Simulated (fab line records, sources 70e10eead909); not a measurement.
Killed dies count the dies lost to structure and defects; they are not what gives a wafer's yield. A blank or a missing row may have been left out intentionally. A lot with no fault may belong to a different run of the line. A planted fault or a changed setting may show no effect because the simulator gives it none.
Matching of chambers / flow nand harc / NHARC_A_CONTACT_DESCUM_47 on rie diel-11: 4 sister chambers
The step chemistry O2, time 3 s. 24 wafers are shown with their chamber, then 12 later ones without.

== WAFERS WITH THEIR CHAMBER ==
wafer=L076.1; chamber=3; showerhead plenum p Torr (Torr)=1.86; oes product au (a.u.)=0.999; throttle valve pct (%)=11.314
wafer=L076.3; chamber=0; showerhead plenum p Torr (Torr)=1.78; oes product au (a.u.)=0.998; throttle valve pct (%)=11.310
wafer=L076.4; chamber=2; showerhead plenum p Torr (Torr)=1.84; oes product au (a.u.)=1.003; throttle valve pct (%)=11.313
wafer=L077.3; chamber=3; showerhead plenum p Torr (Torr)=1.86; oes product au (a.u.)=1.010; throttle valve pct (%)=11.310
wafer=L077.5; chamber=3; showerhead plenum p Torr (Torr)=1.86; oes product au (a.u.)=1.009; throttle valve pct (%)=11.307
wafer=L077.6; chamber=0; showerhead plenum p Torr (Torr)=1.78; oes product au (a.u.)=1.002; throttle valve pct (%)=11.326
wafer=L081.1; chamber=1; showerhead plenum p Torr (Torr)=1.89; oes product au (a.u.)=1.002; throttle valve pct (%)=11.314
wafer=L081.2; chamber=3; showerhead plenum p Torr (Torr)=1.86; oes product au (a.u.)=1.006; throttle valve pct (%)=11.295
wafer=L081.5; chamber=1; showerhead plenum p Torr (Torr)=1.89; oes product au (a.u.)=0.994; throttle valve pct (%)=11.313
wafer=L086.2; chamber=3; showerhead plenum p Torr (Torr)=1.86; oes product au (a.u.)=1.018; throttle valve pct (%)=11.308
wafer=L086.5; chamber=2; showerhead plenum p Torr (Torr)=1.83; oes product au (a.u.)=1.004; throttle valve pct (%)=11.303
wafer=L086.6; chamber=1; showerhead plenum p Torr (Torr)=1.88; oes product au (a.u.)=0.990; throttle valve pct (%)=11.323
wafer=L087.3; chamber=2; showerhead plenum p Torr (Torr)=1.83; oes product au (a.u.)=1.010; throttle valve pct (%)=11.306
wafer=L087.4; chamber=1; showerhead plenum p Torr (Torr)=1.88; oes product au (a.u.)=0.993; throttle valve pct (%)=11.309
wafer=L087.5; chamber=2; showerhead plenum p Torr (Torr)=1.83; oes product au (a.u.)=0.998; throttle valve pct (%)=11.281
wafer=L089.1; chamber=0; showerhead plenum p Torr (Torr)=1.78; oes product au (a.u.)=0.998; throttle valve pct (%)=11.310
wafer=L089.2; chamber=2; showerhead plenum p Torr (Torr)=1.83; oes product au (a.u.)=1.004; throttle valve pct (%)=11.301
wafer=L089.4; chamber=1; showerhead plenum p Torr (Torr)=1.88; oes product au (a.u.)=0.996; throttle valve pct (%)=11.309
wafer=L091.2; chamber=3; showerhead plenum p Torr (Torr)=1.85; oes product au (a.u.)=1.019; throttle valve pct (%)=11.300
wafer=L091.3; chamber=2; showerhead plenum p Torr (Torr)=1.83; oes product au (a.u.)=1.021; throttle valve pct (%)=11.304
wafer=L091.4; chamber=3; showerhead plenum p Torr (Torr)=1.85; oes product au (a.u.)=1.020; throttle valve pct (%)=11.297
wafer=L090.1; chamber=2; showerhead plenum p Torr (Torr)=1.83; oes product au (a.u.)=1.014; throttle valve pct (%)=11.304
wafer=L090.2; chamber=1; showerhead plenum p Torr (Torr)=1.88; oes product au (a.u.)=0.997; throttle valve pct (%)=11.309
wafer=L090.4; chamber=3; showerhead plenum p Torr (Torr)=1.85; oes product au (a.u.)=1.004; throttle valve pct (%)=11.308

SIGNATURES (means of the wafers above)
reading=showerhead plenum p Torr; chamber 0=1.7800; chamber 1=1.8833; chamber 2=1.8314; chamber 3=1.8563; scatter within a chamber=0.00451
reading=oes product au; chamber 0=0.99933; chamber 1=0.99533; chamber 2=1.00771; chamber 3=1.01062; scatter within a chamber=0.00662
reading=throttle valve pct; chamber 0=11.31533; chamber 1=11.31283; chamber 2=11.30171; chamber 3=11.30488; scatter within a chamber=0.00782
Rule: a wafer's distance from a chamber is the root of the sum, over the readings, of the square of ((its reading less the chamber's mean) divided by the reading's scatter). The wafer belongs to the nearest chamber; if the next one is less than 2 further off, it can't be placed. The scatter: take each reading less its chamber's mean, square it, sum over the shown wafers, divide by the number of wafers less the number of chambers, and take the root.

== WAFERS MISSING THEIR CHAMBER ==
wafer=L092.1; showerhead plenum p Torr (Torr)=1.85; oes product au (a.u.)=1.008; throttle valve pct (%)=11.310
wafer=L092.3; showerhead plenum p Torr (Torr)=1.88; oes product au (a.u.)=0.994; throttle valve pct (%)=11.314
wafer=L092.6; showerhead plenum p Torr (Torr)=1.88; oes product au (a.u.)=0.989; throttle valve pct (%)=11.314
wafer=L093.4; showerhead plenum p Torr (Torr)=1.83; oes product au (a.u.)=1.009; throttle valve pct (%)=11.318
wafer=L093.5; showerhead plenum p Torr (Torr)=1.78; oes product au (a.u.)=1.013; throttle valve pct (%)=11.306
wafer=L093.6; showerhead plenum p Torr (Torr)=1.85; oes product au (a.u.)=1.008; throttle valve pct (%)=11.309
wafer=L095.1; showerhead plenum p Torr (Torr)=1.77; oes product au (a.u.)=1.001; throttle valve pct (%)=11.298
wafer=L095.3; showerhead plenum p Torr (Torr)=1.85; oes product au (a.u.)=1.013; throttle valve pct (%)=11.316
wafer=L095.4; showerhead plenum p Torr (Torr)=1.88; oes product au (a.u.)=1.000; throttle valve pct (%)=11.320
wafer=L096.1; showerhead plenum p Torr (Torr)=1.83; oes product au (a.u.)=1.007; throttle valve pct (%)=11.315
wafer=L096.3; showerhead plenum p Torr (Torr)=1.77; oes product au (a.u.)=0.999; throttle valve pct (%)=11.319
wafer=L096.5; showerhead plenum p Torr (Torr)=1.85; oes product au (a.u.)=0.998; throttle valve pct (%)=11.323

== THE CHAMBER EACH PASSED THROUGH ==
wafer=L092.1; from the rows above=3; in truth=3
wafer=L092.3; from the rows above=1; in truth=1
wafer=L092.6; from the rows above=1; in truth=1
wafer=L093.4; from the rows above=2; in truth=2
wafer=L093.5; from the rows above=0; in truth=0
wafer=L093.6; from the rows above=3; in truth=3
wafer=L095.1; from the rows above=0; in truth=0
wafer=L095.3; from the rows above=3; in truth=3
wafer=L095.4; from the rows above=1; in truth=1
wafer=L096.1; from the rows above=2; in truth=2
wafer=L096.3; from the rows above=0; in truth=0
wafer=L096.5; from the rows above=can't be placed: 3 or 2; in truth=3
11 of 12 placed correctly. Not placeable from these rows: 1 (in 1, the candidates include the true chamber). Wrongly placed: 0.
